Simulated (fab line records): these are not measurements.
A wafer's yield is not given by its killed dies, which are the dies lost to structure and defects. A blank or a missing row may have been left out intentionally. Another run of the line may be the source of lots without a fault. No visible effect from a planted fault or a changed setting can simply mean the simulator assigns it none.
Chamber matching    flow nand harc    NHARC_A_CHANNEL_HOLE_D1_ETCH_44 on rie diel-08 has 4 sister chambers
The step etches the open film in CF4/O2, target depth 140 nm, overetch 14 nm, time 77 s. 16 wafers are shown with their chamber, then 8 later ones without.

== WAFERS PAIRED WITH THEIR CHAMBERS ==
wafer   chamber  showerhead plenum p Torr (Torr)  drypump motor current A (A)  rf vpp V (V)
L077.2  2        1.26                             5.62                         196.7
L077.3  1        1.43                             6.32                         200.1
L077.5  2        1.26                             5.62                         197.6
L079.1  2        1.26                             5.60                         196.8
L079.4  3        1.44                             6.18                         199.5
L079.6  0        1.27                             5.72                         196.3
L082.2  0        1.27                             5.77                         195.5
L082.3  1        1.42                             6.30                         199.0
L082.4  2        1.26                             5.62                         193.8
L084.1  0        1.27                             5.73                         193.9
L084.2  3        1.44                             6.21                         201.9
L084.4  1        1.42                             6.32                         198.5
L088.1  2        1.26                             5.61                         195.9
L088.2  0        1.27                             5.74                         194.8
L088.4  3        1.44                             6.19                         200.9
L093.1  1        1.42                             6.29                         201.2

SIGNATURES (means of the wafers above)
reading                   chamber 0  chamber 1  chamber 2  chamber 3  scatter within a chamber
showerhead plenum p Torr  1.2700     1.4225     1.2600     1.4400     0.0025
drypump motor current A   5.7400     6.3075     5.6140     6.1933     0.0154
rf vpp V                  195.125    199.700    196.160    200.767    1.25
Rule: a wafer's distance from a chamber is the root of the sum, over the readings, of the square of ((its reading less the chamber's mean) divided by the reading's scatter). If the next closest chamber is less than 2 further off than the closest, the wafer can't be placed; otherwise it belongs to the closest. The scatter: the root of (the sum of the squares of (reading less its chamber's mean) over the shown wafers, divided by (wafers less chambers)).

== WAFERS MISSING THEIR CHAMBER ==
wafer   showerhead plenum p Torr (Torr)  drypump motor current A (A)  rf vpp V (V)
L093.4  1.44                             6.19                         201.0
L093.5  1.26                             5.63                         196.4
L091.1  1.44                             6.17                         199.6
L091.2  1.42                             6.31                         199.0
L091.3  1.27                             5.74                         197.2
L095.2  1.26                             5.63                         197.3
L095.5  1.26                             5.60                         197.7
L095.6  1.44                             6.17                         200.3

== EACH ONE'S CHAMBER ==
wafer   from the rows above  in truth
L093.4  3                    3
L093.5  2                    2
L091.1  3                    3
L091.2  1                    1
L091.3  0                    0
L095.2  2                    2
L095.5  2                    2
L095.6  3                    3
8 of 8 placed correctly. From these rows, 0 cannot be placed. Placed wrongly: 0.
